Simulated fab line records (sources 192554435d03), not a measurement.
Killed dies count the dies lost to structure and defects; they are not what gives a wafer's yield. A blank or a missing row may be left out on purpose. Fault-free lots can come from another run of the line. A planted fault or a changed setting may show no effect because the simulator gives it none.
fab line records	flow n5Finfet
[record] lots = 6	wafers = 18	lastDay = 18
route steps=1938 shown BEOL_M9@1419
lots that met no fault: taken from a fault-free run of the same line
startH: hours from the record's first day to the start of the lot's first wafer shown	waitH: hours elapsed since this lot's preceding step	" same as the row above	L1.1+2: one row covering several wafers at once	- no value, or no start was given	* or withheld: withheld	< > ~ a bound
route shown NAME@n: NAME is a module with steps in the file, n the number in the route of the first one	usual: average and standard deviation across the fault-free wafers	same: alike in all rows	chamber/n: place in a boat	sites: per-site readings	_std_site: the values' standard deviation	_edge_site: mean of outer sites minus mean of inner sites	radiusMm: for every site, how far away it sits from the centre of the wafer	mask NAME#n: copy n	behind: the tool/chamber that last shaped the wafer	hold: why the lot was held/for how many hours/how that ended	device: the n, p or np transistor that did not switch	end of line: the tests these same wafers got at the end of their route	for a step that has no rows: nothing shown but its recipe	killed: the dies lost at the first sort to structure and to defects; this is not the yield of the wafer	map: a wafer's dies, marking killed ones x, the rest . and places with no die _
set.NAME: the setting that was run; set.NAME@STEP: the one run at that earlier step	model.NAME: the simulator's own value behind a step, which no gauge read
certain route steps with their lots: each step a table, each wafer a row
services: the hour from which a tool's chamber was out of use, counted from the record's first day as startH (under 0 if before that day), plus the number of hours and why
[[steps]]
[step N5_BEOL_M9_ETCH_62]
[recipe] chemistry = N2/H2	target = SOC	targetDepthA = 1100	overetchA = 220	maskMaterial = SiARC	tempC = 40	timeS = 165	ionEnergyEv = 200	pressureMtorr = 30	sourceW = 840	biasW = 150	n2FlowSccm = 200	h2FlowSccm = 200
[usual] drypumpMotorCurrentA = 5.6/0.39	oesProductAu = 0.66/0.071	rfVppV = 523.5/2.4	showerheadPlenumPTorr = 2.53/0.082	throttleValvePct = 17.85/0.26
lot.wafer	tool	chamber	startH	waitH	drypumpMotorCurrentA	oesProductAu	rfHoursCounterH	rfVppV	showerheadPlenumPTorr	throttleValvePct
L547.4	rieDiel-05	3	208.14	0.0	5.7	0.70	94	521.7	2.46	17.53
L547.5	"	1	"	"	5.5	0.60	-	521.1	2.42	18.01
L547.6	"	0	"	"	6.0	0.62	-	526.6	2.62	18.25
L558.2	rieDiel-04	1	270.90	0.0	5.9	0.81	1	526.4	2.61	17.46
L558.4	"	0	"	"	5.6	0.67	90	521.7	2.47	17.91
L558.6	"	0	"	"	5.6	0.67	-	521.5	2.47	17.89
L565.1	rieDiel-05	2	314.51	0.0	5.1	0.70	88	525.2	2.56	17.64
L565.5	"	2	"	"	5.1	0.69	-	524.2	2.56	17.66
L565.6	"	3	"	"	5.7	0.67	-	521.3	2.45	17.59
L564.1	rieDiel-06	0	323.75	0.0	5.7	0.77	29	526.2	2.60	17.44
L564.2	"	1	"	"	5.8	0.60	194	519.6	2.42	17.98
L564.3	"	2	"	"	6.0	0.58	249	525.1	2.60	17.95
L566.2	rieDiel-05	1	327.73	0.0	5.5	0.58	232	520.5	2.40	18.07
L566.3	"	2	"	"	5.1	0.69	92	523.8	2.56	17.64
L566.6	"	0	"	"	6.0	0.59	-	524.8	2.61	18.32
L569.2	rieDiel-05	2	356.22	0.0	5.1	0.69	100	525.8	2.55	17.66
L569.4	"	0	"	"	6.0	0.58	249	526.5	2.60	18.34
L569.6	"	2	"	"	5.1	0.69	-	524.2	2.55	17.66
[step N5_BEOL_M9_STRIP_68]
[recipe] chemistry = N2/H2	tempC = 40	n2FlowSccm = 200	h2FlowSccm = 200	rfFrequencyHz = 6e+07
[step N5_BEOL_M9_STRIP_67]
[recipe] chemistry = CF4	resist = SiARC	powerW = 300	biasPowerW = 75	pressureMtorr = 50	cf4FlowSccm = 150	rfFrequencyHz = 6e+07
[usual] drypumpMotorCurrentA = 5.6/0.39	oesProductAu = 0.78/0.084	rfVppV = 271.0/1.4	showerheadPlenumPTorr = 1.79/0.053	throttleValvePct = 13.66/0.26
lot.wafer	tool	chamber	startH	waitH	drypumpMotorCurrentA	oesProductAu	rfHoursCounterH	rfVppV	showerheadPlenumPTorr	throttleValvePct
L547.4	rieDiel-05	3	208.28	0.0	5.6	0.82	94	271.4	1.75	13.37
L547.5	"	1	"	"	5.5	0.71	-	270.4	1.71	13.77
L547.6	"	0	"	"	5.9	0.72	-	272.3	1.85	14.04
L558.2	rieDiel-04	1	271.05	0.0	5.9	0.96	1	272.3	1.84	13.27
L558.4	"	0	"	"	5.6	0.80	90	270.0	1.75	13.63
L558.6	"	0	"	"	5.6	0.80	-	269.6	1.75	13.63
L565.1	rieDiel-05	2	314.65	0.0	5.1	0.82	88	271.0	1.81	13.54
L565.5	"	2	"	"	5.1	0.82	-	270.0	1.81	13.55
L565.6	"	3	"	"	5.7	0.79	-	269.1	1.74	13.47
L564.1	rieDiel-06	0	323.89	0.0	5.7	0.90	29	271.1	1.82	13.12
L564.2	"	1	"	"	5.7	0.70	194	269.8	1.71	13.87
L564.3	"	2	"	"	6.0	0.69	249	271.8	1.84	13.84
L566.2	rieDiel-05	1	327.88	0.0	5.5	0.68	232	269.1	1.70	13.84
L566.3	"	2	"	"	5.1	0.82	92	271.8	1.81	13.55
L566.6	"	0	"	"	6.0	0.69	-	272.2	1.84	14.12
L569.2	rieDiel-05	2	356.37	0.0	5.1	0.81	100	272.6	1.81	13.57
L569.4	"	0	"	"	5.9	0.69	249	272.5	1.83	14.16
L569.6	"	2	"	"	5.1	0.82	-	271.0	1.81	13.57
[step N5_BEOL_M9_HM_OPEN_17]
[recipe] chemistry = Cl2/BCl3	targetDepthA = 200	overetchA = 60	target = TiN	maskMaterial = SOC	ionEnergyEv = 150	pressureMtorr = 10	icpW = 1000	biasW = 126	Cl2_flow_sccm = 53.25	bcl3FlowSccm = 21.75	Ar_flow_sccm = 25
[usual] drypumpMotorCurrentA = 5.6/0.47	oesProductAu = 0.64/0.086	throttleValvePct = 22.21/0.2
lot.wafer	tool	chamber	startH	waitH	drypumpMotorCurrentA	oesProductAu	rfHoursCounterH	throttleValvePct
L547.4	rieMetal-03	0	208.35	0.1	5.5	0.71	-	22.29
L547.5	"	0	"	"	5.6	0.71	-	22.30
L547.6	"	1	"	"	5.7	0.67	-	21.99
L558.2	rieMetal-02	1	271.09	0.0	6.2	0.54	104	22.44
L558.4	"	1	"	"	6.2	0.54	-	22.41
L558.6	"	1	"	"	6.2	0.55	-	22.43
L565.1	rieMetal-02	1	314.70	0.0	6.2	0.54	108	22.44
L565.5	"	0	"	"	4.8	0.85	-	21.68
L565.6	"	1	"	"	6.2	0.54	-	22.42
L564.1	rieMetal-02	0	323.93	0.0	4.8	0.82	1	21.69
L564.2	"	1	"	"	6.2	0.54	108	22.42
L564.3	"	1	"	"	6.2	0.54	-	22.43
L566.2	rieMetal-01	1	327.92	0.0	6.2	0.67	43	22.45
L566.3	"	1	"	"	6.2	0.67	-	22.44
L566.6	"	1	"	"	6.2	0.67	-	22.45
L569.2	rieMetal-03	0	356.41	0.0	5.5	0.67	41	22.33
L569.4	"	0	"	"	5.6	0.67	-	22.33
L569.6	"	0	"	"	5.6	0.66	-	22.33
[step N5_BEOL_M9_STRIP_19]
[recipe] chemistry = O2	powerW = 400	tempC = 40	pressureMtorr = 30	rfFrequencyHz = 6e+07	biasPowerW = 0	overashFraction = 0.2	o2FlowSccm = 225
[usual] drypumpMotorCurrentA = 5.7/0.41	oesProductAu = 0.79/0.091	rfVppV = 3.7/0.6	showerheadPlenumPTorr = 2.09/0.062	throttleValvePct = 16.73/0.26
lot.wafer	tool	chamber	startH	waitH	drypumpMotorCurrentA	oesProductAu	rfHoursCounterH	rfVppV	showerheadPlenumPTorr	throttleValvePct
L547.4	rieDiel-06	2	208.45	0.1	6.0	0.70	-	2.9	2.17	16.81
L547.5	"	3	"	"	5.2	0.74	-	2.7	2.18	16.54
L547.6	"	1	"	"	5.8	0.74	-	3.3	2.02	16.91
L558.2	rieDiel-04	3	271.20	0.1	5.1	0.75	174	3.9	2.09	16.99
L558.4	"	2	"	"	6.5	0.90	32	3.8	2.04	16.81
L558.6	"	3	"	"	5.1	0.75	-	2.6	2.09	16.98
L565.1	rieDiel-04	1	314.92	0.2	5.9	0.93	9	2.5	2.14	16.34
L565.5	"	0	"	"	5.6	0.78	-	3.7	2.04	16.79
L565.6	"	1	"	"	5.9	0.92	-	3.6	2.14	16.37
L564.1	rieDiel-04	0	324.04	0.1	5.6	0.79	101	2.9	2.04	16.81
L564.2	"	1	"	"	5.9	0.93	12	3.0	2.14	16.34
L564.3	"	2	"	"	6.5	0.88	43	3.2	2.04	16.83
L566.2	rieDiel-05	3	328.06	0.1	5.7	0.78	134	4.4	2.02	16.52
L566.3	"	2	"	"	5.1	0.83	92	4.9	2.11	16.60
L566.6	"	3	"	"	5.7	0.79	-	2.9	2.02	16.51
L569.2	rieDiel-06	2	356.52	0.1	5.9	1.03	0	3.7	2.15	16.42
L569.4	"	2	"	"	6.0	1.01	-	3.1	2.15	16.41
L569.6	"	1	"	"	5.8	0.70	-	3.1	2.00	16.98
[step N5_BEOL_M9_CD_MEAS_18]
[recipe] pitchNm = 140	targetCdNm = 70
[usual] cdNm = 70.1/0.54
lot.wafer	tool	chamber	startH	waitH	cdNm
L547.4	cdSem-01	-	208.51	0.0	71.0
L547.5	"	-	"	"	71.1
L547.6	"	-	"	"	71.1
L558.2	cdSem-03	-	271.28	0.1	70.0
L558.4	"	-	"	"	69.4
L558.6	"	-	"	"	69.5
L565.1	cdSem-03	-	315.00	0.1	69.8
L565.5	"	-	"	"	70.1
L565.6	"	-	"	"	69.9
L564.1	cdSem-02	-	324.11	0.0	69.8
L564.2	"	-	"	"	70.1
L564.3	"	-	"	"	70.6
L566.2	cdSem-03	-	328.13	0.1	70.0
L566.3	"	-	"	"	70.3
L566.6	"	-	"	"	70.6
L569.2	cdSem-03	-	356.59	0.1	69.6
L569.4	"	-	"	"	70.2
L569.6	"	-	"	"	70.4
[step N5_BEOL_M9_COAT_63]
[recipe] resist = SOC	tempC = 250	timeS = 60	spinRpm = 1500	resistThkNm = 60
[step N5_BEOL_M9_COAT_64]
[recipe] resist = SiARC	tempC = 220	timeS = 60	spinRpm = 1500	resistThkNm = 12
[step N5_BEOL_M9_COAT_75]
[recipe] resist = underlayer	tempC = 205	timeS = 60	spinRpm = 1500	resistThkNm = 5
[step N5_BEOL_M9_COAT_22]
[recipe] resist = CAR-EUV	spinRpm = 1500	resistThkNm = 30
[step N5_BEOL_M9_EBR_24]
[recipe] solvent = PGMEA	ebrWidthMm = 1.5
[step N5_BEOL_M9_SOFTBAKE_23]
[recipe] tempC = 110	timeS = 60	resist = CAR-EUV
[step N5_BEOL_M9_EXPOSE_25]
[recipe] maskId = V8	na = 0.33	sourceShape = annular	sigmaInner = 0.4	sigmaOuter = 0.8	polarization = unpolarized	doseMj = 37.25
lot.wafer	tool	chamber	startH	waitH	mask
L547.4+5+6	euvScanner-01	0	208.75	-	V8#0
L558.2+4+6	euvScanner-02	0	272.14	-	V8#0
L565.1+5+6	euvScanner-02	0	316.06	-	V8#0
L564.1+2+3	euvScanner-02	0	326.04	-	V8#0
L566.2+3+6	euvScanner-01	0	330.11	-	V8#0
L569.2+4+6	euvScanner-01	0	359.26	-	V8#0
[step N5_BEOL_M9_PEB_26]
[recipe] pebTempC = 100	pebTimeS = 60	resist = CAR-EUV
[step N5_BEOL_M9_DEVELOP_27]
[recipe] developTimeS = 30	developer = TMAH	resist = CAR-EUV	rinseLiquid = surfactantRinse	dry = airSpin	devTempC = 23
[step N5_BEOL_M9_CD_MEAS_28]
[recipe] targetCdNm = 70	landingEnergyEv = 500	detector = seInlens	polarity = opening
[usual] cdNm = 70.02/0.24
lot.wafer	tool	chamber	startH	waitH	cdNm
L547.4	cdSem-03	0	208.87	-	70.17
L547.5	"	0	"	"	69.94
L547.6	"	0	"	"	70.23
L558.2	cdSem-03	0	272.26	-	70.34
L558.4	"	0	"	"	70.32
L558.6	"	0	"	"	70.50
L565.1	cdSem-03	0	316.18	-	74.37
L565.5	"	0	"	"	74.11
L565.6	"	0	"	"	70.23
L564.1	cdSem-03	0	326.17	-	74.32
L564.2	"	0	"	"	70.15
L564.3	"	0	"	"	70.00
L566.2	cdSem-02	0	330.24	-	69.86
L566.3	"	0	"	"	69.95
L566.6	"	0	"	"	70.41
L569.2	cdSem-02	0	359.38	-	69.88
L569.4	"	0	"	"	69.55
L569.6	"	0	"	"	69.53
[step N5_BEOL_M9_OVL_MEAS_29]
[recipe] pointsPerWafer = 522
[usual] V8_OVL = 0.0/0.73
lot.wafer	tool	chamber	startH	waitH	V8_OVL[nm]
L547.4	overlay-01	0	208.91	0.0	1.2
L547.5	"	0	"	"	0.5
L547.6	"	0	"	"	0.2
L558.2	overlay-01	0	272.30	0.0	1.3
L558.4	"	0	"	"	1.3
L558.6	"	0	"	"	0.8
L565.1	overlay-01	0	316.22	0.0	0.6
L565.5	"	0	"	"	0.3
L565.6	"	0	"	"	-0.4
L564.1	overlay-02	0	326.20	0.0	-2.0
L564.2	"	0	"	"	0.6
L564.3	"	0	"	"	-1.3
L566.2	overlay-02	0	330.33	0.1	0.1
L566.3	"	0	"	"	0.2
L566.6	"	0	"	"	0.4
L569.2	overlay-01	0	359.41	0.0	-0.9
L569.4	"	0	"	"	-0.2
L569.6	"	0	"	"	0.7
[[services]]
tool	chamber	startH	hours	kind
euvScanner-01	-	198.33	1.7	repair
rieDiel-06	0	208.32	-	clean
rieDiel-06	0	208.32	-	consumableReplace:focusRing
rieDiel-06	0	208.32	17.7	scheduledDown
rieMetal-03	-	208.83	0.7	repair
euvScanner-02	-	216.63	1.0	pm
euvScanner-02	-	217.64	4.6	pm
rieMetal-02	1	223.28	6.9	repair
rieDiel-04	1	244.83	-	clean
rieDiel-04	1	244.83	-	consumableReplace:focusRing
rieDiel-04	1	244.83	22.6	scheduledDown
rieDiel-04	1	244.83	22.6	ventCycle
rieMetal-01	0	274.69	5.8	repair
euvScanner-02	-	274.99	1.0	pm
euvScanner-01	-	277.55	4.6	pm
rieMetal-03	1	284.91	1.2	repair
rieDiel-04	-	284.96	14.6	pm
rieMetal-01	-	294.76	2.8	pm
euvScanner-01	-	328.49	1.2	repair
euvScanner-02	-	331.14	1.0	pm
euvScanner-01	-	334.01	1.0	pm
rieDiel-04	1	335.55	41.2	repair
rieMetal-02	-	341.80	0.9	repair
euvScanner-02	-	342.28	1.5	repair
[[key]]
[firstSign] step = N5_BEOL_M9_CD_MEAS_28	reading = cdNm	direction = up	sigmas = 17	usual = 70.02	struck = 74.27
effect none on later readings
metAt N5_BEOL_M9_EXPOSE_25
struckWafers L564.1,L565.1,L565.5
onsetBetween 272.14 316.06
[fault] kind = processParameterDrift	tool = euvScanner-02	chamber = -	onsetH = 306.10	steps = N5_BEOL_M9_EXPOSE_25	channel = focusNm	offset = 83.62	shape = step	endH = 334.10	scope = struckWafersOnly
